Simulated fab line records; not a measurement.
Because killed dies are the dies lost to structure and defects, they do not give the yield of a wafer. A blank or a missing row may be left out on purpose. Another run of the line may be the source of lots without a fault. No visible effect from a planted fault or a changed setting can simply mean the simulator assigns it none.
The tool behind it: which one? / flow nand_harc / 39 wafers from 13 lots sampled at 6 of the route's 1302 steps

== WHAT THE GAUGES READ, wafer by wafer ==
NHARC_P_M2_INSPECT_27. Usual: raw_defect_count reads 319 (standard deviation 120).
lot=L775; measured=day 6 07:01; on=defect_inspect-01; raw_defect_count=250 223 245; flag=
lot=L778; measured=day 7 13:17; on=defect_inspect-02; raw_defect_count=339 339 321; flag=
lot=L779; measured=day 8 07:05; on=defect_inspect-02; raw_defect_count=281 392 327; flag=
lot=L781; measured=day 9 01:43; on=defect_inspect-02; raw_defect_count=316 319 430; flag=
lot=L782; measured=day 9 04:56; on=defect_inspect-02; raw_defect_count=455 429 342; flag=
lot=L783; measured=day 9 20:11; on=defect_inspect-01; raw_defect_count=350 337 209; flag=
lot=L784; measured=day 10 02:26; on=defect_inspect-01; raw_defect_count=268 265 212; flag=
lot=L785; measured=day 10 22:04; on=defect_inspect-02; raw_defect_count=349 256 184; flag=
lot=L786; measured=day 11 00:35; on=defect_inspect-02; raw_defect_count=227 249 217; flag=
lot=L787; measured=day 11 17:49; on=defect_inspect-01; raw_defect_count=174 297 302; flag=
lot=L788; measured=day 11 23:50; on=defect_inspect-01; raw_defect_count=264 340 324; flag=
lot=L795; measured=day 14 20:26; on=defect_inspect-01; raw_defect_count=289 213 196; flag=
lot=L797; measured=day 15 17:18; on=defect_inspect-01; raw_defect_count=377 559 321; flag=

NHARC_A_ZERO_WELL_CD_MEAS_10: target cd 2000 nm. Usual: cd_nm reads 2001.1 nm (standard deviation 1.6).
lot=L775; measured=day 6 12:57; on=cd_sem-02; cd_nm (nm)=2000.9 1998.9 1999.0; flag=
lot=L778; measured=day 7 19:02; on=cd_sem-03; cd_nm (nm)=2000.7 2001.1 2000.4; flag=
lot=L779; measured=day 8 13:22; on=cd_sem-03; cd_nm (nm)=1998.8 2000.5 1999.4; flag=
lot=L781; measured=day 9 07:44; on=cd_sem-02; cd_nm (nm)=2000.8 1999.2 1999.4; flag=
lot=L782; measured=day 9 10:46; on=cd_sem-01; cd_nm (nm)=1997.7 1998.5 2000.3; flag=
lot=L783; measured=day 10 01:54; on=cd_sem-03; cd_nm (nm)=2002.8 1999.9 1999.2; flag=
lot=L784; measured=day 10 08:21; on=cd_sem-01; cd_nm (nm)=2002.0 2001.6 2005.0; flag=
lot=L785; measured=day 11 03:53; on=cd_sem-03; cd_nm (nm)=2000.8 2000.5 1998.9; flag=
lot=L786; measured=day 11 06:34; on=cd_sem-03; cd_nm (nm)=1999.0 1999.3 2002.1; flag=
lot=L787; measured=day 12 02:14; on=cd_sem-02; cd_nm (nm)=1997.2 2000.4 2000.0; flag=
lot=L788; measured=day 12 05:38; on=cd_sem-01; cd_nm (nm)=2001.9 2004.2 2003.0; flag=
lot=L795; measured=day 15 02:17; on=cd_sem-01; cd_nm (nm)=1999.4 2002.4 2001.9; flag=
lot=L797; measured=day 15 23:04; on=cd_sem-03; cd_nm (nm)=1999.6 2001.3 2002.4; flag=

NHARC_A_ONON_D1_THK_MEAS_08: measures by ellipsometry. Usual: thk_nm reads 998 nm (standard deviation 13).
lot=L775; measured=day 7 12:01; on=film_metro-02; thk_nm (nm)=1011 1011 1011; flag=
lot=L778; measured=day 8 20:38; on=film_metro-02; thk_nm (nm)=987 988 988; flag=
lot=L779; measured=day 9 16:22; on=film_metro-02; thk_nm (nm)=1030 1032 1029; flag=
lot=L781; measured=day 10 06:56; on=film_metro-02; thk_nm (nm)=971 970 970; flag=
lot=L782; measured=day 10 06:56; on=film_metro-01; thk_nm (nm)=996 998 996; flag=
lot=L783; measured=day 11 03:07; on=film_metro-02; thk_nm (nm)=990 990 988; flag=
lot=L784; measured=day 11 07:03; on=film_metro-01; thk_nm (nm)=996 995 996; flag=
lot=L785; measured=day 12 02:22; on=film_metro-02; thk_nm (nm)=979 979 980; flag=
lot=L786; measured=day 12 06:38; on=film_metro-01; thk_nm (nm)=1001 1002 1001; flag=
lot=L787; measured=day 13 01:22; on=film_metro-02; thk_nm (nm)=995 996 996; flag=
lot=L788; measured=day 13 04:53; on=film_metro-02; thk_nm (nm)=993 993 992; flag=
lot=L795; measured=day 16 00:02; on=film_metro-01; thk_nm (nm)=1820 1818 1818; flag=OFF
lot=L797; measured=day 16 22:17; on=film_metro-01; thk_nm (nm)=1813 1813 1814; flag=OFF

NHARC_END_SORT_01. Usual: killed_at_array 52, standard deviation 18; killed_at_other 0.6, standard deviation 0.83; killed_at_periphery 4.3, standard deviation 2.8; killed_dies 57, standard deviation 19; killed_open 3.4, standard deviation 2; killed_short 2.5, standard deviation 1.7.
lot=L795; measured=day 33 01:43; on=prober-02; killed_at_array=668 673 668; killed_at_other=1 0 0; killed_at_periphery=8 4 9; killed_dies=677 677 677; killed_open=8 2 5; killed_short=1 1 1; flag=OFF
lot=L797; measured=day 33 12:03; on=prober-02; killed_at_array=669 674 673; killed_at_other=0 0 0; killed_at_periphery=8 3 4; killed_dies=677 677 677; killed_open=3 0 2; killed_short=2 1 2; flag=OFF

== WHAT TOOL EACH LOT RAN ON (gives the tool, then ch and the chambers of the sampled wafers, and finally the start) ==
lot=L775; NHARC_P_M2_PRE_CLEAN_32=pecvd-02 ch 0,1,2, day 6 07:08; NHARC_A_ONON_D1_DEP_06=pecvd_onon-04 ch 0, day 7 11:41
lot=L778; NHARC_P_M2_PRE_CLEAN_32=pecvd-01 ch 0,1,2, day 7 13:21; NHARC_A_ONON_D1_DEP_06=pecvd_onon-04 ch 0, day 8 20:08
lot=L779; NHARC_P_M2_PRE_CLEAN_32=pecvd-04 ch 0,2, day 8 07:11; NHARC_A_ONON_D1_DEP_06=pecvd_onon-01 ch 0, day 9 15:51
lot=L781; NHARC_P_M2_PRE_CLEAN_32=pecvd-04 ch 0,1,2, day 9 01:47; NHARC_A_ONON_D1_DEP_06=pecvd_onon-02 ch 0, day 10 06:28
lot=L782; NHARC_P_M2_PRE_CLEAN_32=pecvd-02 ch 0,1,2, day 9 05:01; NHARC_A_ONON_D1_DEP_06=pecvd_onon-01 ch 0, day 10 06:25
lot=L783; NHARC_P_M2_PRE_CLEAN_32=pecvd-02 ch 0,2, day 9 20:16; NHARC_A_ONON_D1_DEP_06=pecvd_onon-01 ch 0, day 11 02:39
lot=L784; NHARC_P_M2_PRE_CLEAN_32=pecvd-04 ch 0,1, day 10 02:30; NHARC_A_ONON_D1_DEP_06=pecvd_onon-02 ch 0, day 11 06:32
lot=L785; NHARC_P_M2_PRE_CLEAN_32=pecvd-04 ch 0,1,2, day 10 22:09; NHARC_A_ONON_D1_DEP_06=pecvd_onon-04 ch 0, day 12 01:54
lot=L786; NHARC_P_M2_PRE_CLEAN_32=pecvd-04 ch 0,2, day 11 00:38; NHARC_A_ONON_D1_DEP_06=pecvd_onon-04 ch 0, day 12 06:14
lot=L787; NHARC_P_M2_PRE_CLEAN_32=pecvd-02 ch 0,2, day 11 17:53; NHARC_A_ONON_D1_DEP_06=pecvd_onon-01 ch 0, day 13 00:56
lot=L788; NHARC_P_M2_PRE_CLEAN_32=pecvd-02 ch 0,1,2, day 11 23:55; NHARC_A_ONON_D1_DEP_06=pecvd_onon-04 ch 0, day 13 04:23
lot=L795; NHARC_P_M2_PRE_CLEAN_32=pecvd-02 ch 0,1,2, day 14 20:31; NHARC_A_ONON_D1_DEP_06=pecvd_onon-04 ch 0, day 15 23:35
lot=L797; NHARC_P_M2_PRE_CLEAN_32=pecvd-04 ch 0,1,2, day 15 17:22; NHARC_A_ONON_D1_DEP_06=pecvd_onon-04 ch 0, day 16 21:47
- NHARC_P_M2_PRE_CLEAN_32: time 12 s.
- NHARC_A_ONON_D1_DEP_06: target thk 1000 nm.

== AS READ BY THE TOOLS THEMSELVES (means over the sampled wafers that have a number; for cases with no such wafer, the mark the record gives instead) ==
NHARC_P_M2_PRE_CLEAN_32. Usual: heater_power_w 614 W, standard deviation 83; susceptor_temp_C 369.98 C, standard deviation 0.19.
lot=L775; tool=pecvd-02; heater_power_w (W)=620; susceptor_temp_C (C)=369.96; flag=
lot=L778; tool=pecvd-01; heater_power_w (W)=660; susceptor_temp_C (C)=369.94; flag=
lot=L779; tool=pecvd-04; heater_power_w (W)=609; susceptor_temp_C (C)=369.91; flag=
lot=L781; tool=pecvd-04; heater_power_w (W)=545; susceptor_temp_C (C)=369.88; flag=
lot=L782; tool=pecvd-02; heater_power_w (W)=619; susceptor_temp_C (C)=369.98; flag=
lot=L783; tool=pecvd-02; heater_power_w (W)=563; susceptor_temp_C (C)=369.85; flag=
lot=L784; tool=pecvd-04; heater_power_w (W)=636; susceptor_temp_C (C)=370.12; flag=
lot=L785; tool=pecvd-04; heater_power_w (W)=555; susceptor_temp_C (C)=370.11; flag=
lot=L786; tool=pecvd-04; heater_power_w (W)=629; susceptor_temp_C (C)=370.13; flag=
lot=L787; tool=pecvd-02; heater_power_w (W)=621; susceptor_temp_C (C)=369.93; flag=
lot=L788; tool=pecvd-02; heater_power_w (W)=625; susceptor_temp_C (C)=369.99; flag=
lot=L795; tool=pecvd-02; heater_power_w (W)=567; susceptor_temp_C (C)=370.05; flag=
lot=L797; tool=pecvd-04; heater_power_w (W)=558; susceptor_temp_C (C)=370.13; flag=

NHARC_A_ONON_D1_DEP_06. Usual: susceptor_temp_C reads 400.03 C (standard deviation 0.19).
lot=L775; tool=pecvd_onon-04; susceptor_temp_C (C)=399.95; flag=
lot=L778; tool=pecvd_onon-04; susceptor_temp_C (C)=400.23; flag=
lot=L779; tool=pecvd_onon-01; susceptor_temp_C (C)=399.89; flag=
lot=L781; tool=pecvd_onon-02; susceptor_temp_C (C)=399.79; flag=
lot=L782; tool=pecvd_onon-01; susceptor_temp_C (C)=400.19; flag=
lot=L783; tool=pecvd_onon-01; susceptor_temp_C (C)=399.98; flag=
lot=L784; tool=pecvd_onon-02; susceptor_temp_C (C)=399.97; flag=
lot=L785; tool=pecvd_onon-04; susceptor_temp_C (C)=400.01; flag=
lot=L786; tool=pecvd_onon-04; susceptor_temp_C (C)=400.04; flag=
lot=L787; tool=pecvd_onon-01; susceptor_temp_C (C)=399.94; flag=
lot=L788; tool=pecvd_onon-04; susceptor_temp_C (C)=400.15; flag=
lot=L795; tool=pecvd_onon-04; susceptor_temp_C (C)=400.18; flag=
lot=L797; tool=pecvd_onon-04; susceptor_temp_C (C)=400.34; flag=

== THE ANSWER, worked out from the rows above alone ==
Rule: a lot counts as off when the mean over its wafers that have a number is more than 3 standard deviations away from the usual mean. Also off: a lot with no number at a reading for which 4 or more lots have one. The other lots that the step has rows for count as sound. First the gauges in route order, then the tools' own readings, where a lot's mean is used as printed above. At the first step where some lot is off, the reading lying furthest off is the one used; lots without a number count as furthest.
Off, at NHARC_A_ONON_D1_THK_MEAS_08 on thk_nm: L795, L797.
If a tool, at a process step before that reading, ran all the lots that are off and no sound lot after the first of them, it fits. Not tried: the gauges at NHARC_A_ONON_D1_THK_MEAS_08; whatever is off there is also off at NHARC_END_SORT_01, on other tools, and gauge error can't account for it. One fits: pecvd_onon-04 at NHARC_A_ONON_D1_DEP_06. A fault onset in the window from L788 (day 13 04:23, its last sound lot) to L795 (day 15 23:35, its first lot off) fits.

== WHAT THE SIMULATOR HAD INSERTED ==
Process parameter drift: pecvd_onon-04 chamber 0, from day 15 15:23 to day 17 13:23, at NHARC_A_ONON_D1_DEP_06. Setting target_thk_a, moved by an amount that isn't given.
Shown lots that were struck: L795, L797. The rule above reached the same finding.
